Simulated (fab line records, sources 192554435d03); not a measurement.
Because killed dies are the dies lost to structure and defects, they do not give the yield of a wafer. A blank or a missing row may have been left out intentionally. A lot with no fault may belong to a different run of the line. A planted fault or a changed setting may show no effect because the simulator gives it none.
Split-lot experiment || flow n5-finfet || route with 1938 steps; 7 lots, 21 wafers read

SPLIT DETAILS
At N5_BEOL_M1_ETCH_70 (etches SOC in N2/H2, target depth 80 nm, overetch 16 nm, time 120 s), the setting source-w was moved away from the recipe's 840 W on 7 of the 21 wafers read, by -9.3% to +16.5%. This setting was run at the recipe's value on the other wafers.

The reading comes from the split's own step.

THE READING
rf-vpp-V, in V, at N5_BEOL_M1_ETCH_70 (etches SOC in N2/H2, target depth 80 nm, overetch 16 nm, time 120 s). Typical for fault-free wafers on this fab line: 523.3 V, with standard deviation 2.6 V.

{"wafer": "L077.1", "tool, chamber at the split": "rie-diel-05, 2", "source-w as run, W": 978.2, "against the recipe": "+16.5%", "rf-vpp-V, V": 499.2, "against lot-mates on the recipe": -23.5}
{"wafer": "L077.5", "tool, chamber at the split": "rie-diel-05, 2", "source-w as run, W": 840, "against the recipe": "recipe", "rf-vpp-V, V": 525.9, "against lot-mates on the recipe": "-"}
{"wafer": "L077.6", "tool, chamber at the split": "rie-diel-05, 1", "source-w as run, W": 840, "against the recipe": "recipe", "rf-vpp-V, V": 519.5, "against lot-mates on the recipe": "-"}
{"wafer": "L078.4", "tool, chamber at the split": "rie-diel-05, 3", "source-w as run, W": 792.3, "against the recipe": "-5.7%", "rf-vpp-V, V": 533.1, "against lot-mates on the recipe": "+7.9"}
{"wafer": "L078.5", "tool, chamber at the split": "rie-diel-05, 3", "source-w as run, W": 792.3, "against the recipe": "-5.7%", "rf-vpp-V, V": 534.7, "against lot-mates on the recipe": "+9.5"}
{"wafer": "L078.6", "tool, chamber at the split": "rie-diel-05, 0", "source-w as run, W": 840, "against the recipe": "recipe", "rf-vpp-V, V": 525.2, "against lot-mates on the recipe": "-"}
{"wafer": "L080.1", "tool, chamber at the split": "rie-diel-05, 0", "source-w as run, W": 840, "against the recipe": "recipe", "rf-vpp-V, V": 524.7, "against lot-mates on the recipe": "-"}
{"wafer": "L080.5", "tool, chamber at the split": "rie-diel-05, 0", "source-w as run, W": 840, "against the recipe": "recipe", "rf-vpp-V, V": 525.2, "against lot-mates on the recipe": "-"}
{"wafer": "L080.6", "tool, chamber at the split": "rie-diel-05, 3", "source-w as run, W": 840, "against the recipe": "recipe", "rf-vpp-V, V": 523.2, "against lot-mates on the recipe": "-"}
{"wafer": "L083.4", "tool, chamber at the split": "rie-diel-03, 0", "source-w as run, W": 840, "against the recipe": "recipe", "rf-vpp-V, V": 524.7, "against lot-mates on the recipe": "-"}
{"wafer": "L083.5", "tool, chamber at the split": "rie-diel-03, 0", "source-w as run, W": 840, "against the recipe": "recipe", "rf-vpp-V, V": 523.2, "against lot-mates on the recipe": "-"}
{"wafer": "L083.6", "tool, chamber at the split": "rie-diel-03, 3", "source-w as run, W": 840, "against the recipe": "recipe", "rf-vpp-V, V": 522.6, "against lot-mates on the recipe": "-"}
{"wafer": "L084.2", "tool, chamber at the split": "rie-diel-04, 1", "source-w as run, W": 840, "against the recipe": "recipe", "rf-vpp-V, V": 521.6, "against lot-mates on the recipe": "-"}
{"wafer": "L084.4", "tool, chamber at the split": "rie-diel-04, 0", "source-w as run, W": 762.3, "against the recipe": "-9.3%", "rf-vpp-V, V": 538.2, "against lot-mates on the recipe": "+16.6"}
{"wafer": "L084.6", "tool, chamber at the split": "rie-diel-04, 3", "source-w as run, W": 762.3, "against the recipe": "-9.3%", "rf-vpp-V, V": 537.5, "against lot-mates on the recipe": "+15.9"}
{"wafer": "L096.3", "tool, chamber at the split": "rie-diel-03, 2", "source-w as run, W": 840, "against the recipe": "recipe", "rf-vpp-V, V": 525.8, "against lot-mates on the recipe": "-"}
{"wafer": "L096.5", "tool, chamber at the split": "rie-diel-03, 3", "source-w as run, W": 840, "against the recipe": "recipe", "rf-vpp-V, V": 522.9, "against lot-mates on the recipe": "-"}
{"wafer": "L096.6", "tool, chamber at the split": "rie-diel-03, 2", "source-w as run, W": 840, "against the recipe": "recipe", "rf-vpp-V, V": 526.8, "against lot-mates on the recipe": "-"}
{"wafer": "L097.2", "tool, chamber at the split": "rie-diel-04, 1", "source-w as run, W": 970.8, "against the recipe": "+15.6%", "rf-vpp-V, V": 496.4, "against lot-mates on the recipe": -23.9}
{"wafer": "L097.4", "tool, chamber at the split": "rie-diel-04, 3", "source-w as run, W": 970.8, "against the recipe": "+15.6%", "rf-vpp-V, V": 498.2, "against lot-mates on the recipe": -22.1}
{"wafer": "L097.5", "tool, chamber at the split": "rie-diel-04, 0", "source-w as run, W": 840, "against the recipe": "recipe", "rf-vpp-V, V": 520.3, "against lot-mates on the recipe": "-"}

THE FIT
A straight line over all 21 wafers: rf-vpp-V changes by -1.62 V for each +1% of source-w; r = -0.99; the points scatter about the line by 2 V.
The same after taking each lot's own level away (the mean of its wafers on the recipe; 21 wafers): -1.52 V for each +1%; r = -0.99; scatter 1.6 V.
Per that fit: largest source-w move, reading shift of 25 V.
Across the lots, their own levels run from 520.30 to 525.20 V, a range of 1.9 times the standard deviation given above.
Hence the lot-to-lot level has little effect on the slope; both slopes agree.
Check: for one of the wafers moved furthest among these (+16.5%), held out of the fit, the line's prediction against its lot-mates is -25.2 V. Against them it came out at -23.5 V.
Tool readings at the split's step, against how far the setting was moved: rf-vpp-V r = -0.99.

FURTHER SPLITS ON THESE WAFERS
Other splits were also applied to these wafers ahead of the reading. Each is held against what the fit with the lots' levels taken away leaves over:
{"other split on the same wafers": "N5_BEOL_M0_TRENCH_ETCH_107 target-depth-a", "wafers away from the commonest value": 6, "r with rf-vpp-V (lot level and that fit taken away)": "+0.10"}

FILE'S OWN FIT
rf-vpp-V changes by -1.5 V for each +1% of source-w, r = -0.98.
